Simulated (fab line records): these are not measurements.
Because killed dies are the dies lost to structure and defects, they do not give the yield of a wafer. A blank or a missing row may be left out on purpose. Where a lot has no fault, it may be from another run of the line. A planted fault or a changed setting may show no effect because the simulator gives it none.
Chamber matching	flow n5-finfet	N5_HKMG_FIN_ALD_75 on ald-hk-01 has 4 sister chambers
The step deposits Al2O3, target thk 1 nm, co reactant pulse time 1 s. 16 wafers are shown with their chamber, then 8 later ones without.

EACH WAFER AND ITS CHAMBER
wafer	chamber	heater-power-w (W)	precursor-pulse-height-rel
L074.1	1	176	0.943
L074.3	2	151	1.000
L074.5	2	152	1.018
L077.3	3	159	0.999
L077.4	1	177	0.998
L077.6	0	143	1.005
L082.2	1	175	1.005
L082.4	0	138	1.022
L082.6	3	165	0.959
L087.1	2	151	1.014
L087.3	3	158	1.009
L087.5	2	150	1.015
L090.3	2	149	1.051
L090.4	3	166	0.974
L090.5	0	138	0.968
L091.1	1	177	0.985

SIGNATURES, as means of the wafers listed above
reading	chamber 0	chamber 1	chamber 2	chamber 3	scatter within a chamber
heater-power-w	139.67	176.25	150.60	162.00	2.49
precursor-pulse-height-rel	0.99833	0.98275	1.01960	0.98525	0.0239
Rule: for each reading, subtract the chamber's mean from the wafer's reading, divide by that reading's scatter and square the result; add these up over the readings and take the root, which gives the wafer's distance from the chamber. If the next closest chamber is less than 2 further off than the closest, the wafer can't be placed; otherwise it belongs to the closest. The scatter: the root of (the sum of the squares of (reading less its chamber's mean) over the shown wafers, divided by (wafers less chambers)).

WAFERS WITHOUT THEIR CHAMBER
wafer	heater-power-w (W)	precursor-pulse-height-rel
L091.3	154	0.996
L091.5	150	0.988
L094.1	155	1.002
L094.5	159	1.022
L094.6	140	1.007
L097.3	154	0.964
L097.5	160	0.991
L097.6	150	1.008

EACH ONE'S CHAMBER
wafer	from the rows above	in truth
L091.3	can't be placed: 2 or 3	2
L091.5	2	2
L094.1	can't be placed: 2 or 3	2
L094.5	can't be placed: 3 or 2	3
L094.6	0	0
L097.3	can't be placed: 2 or 3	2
L097.5	3	3
L097.6	2	2
4 of 8 placed correctly. From these rows, 4 cannot be placed; in 4 the true chamber is one of the candidates. Wrongly placed: 0.
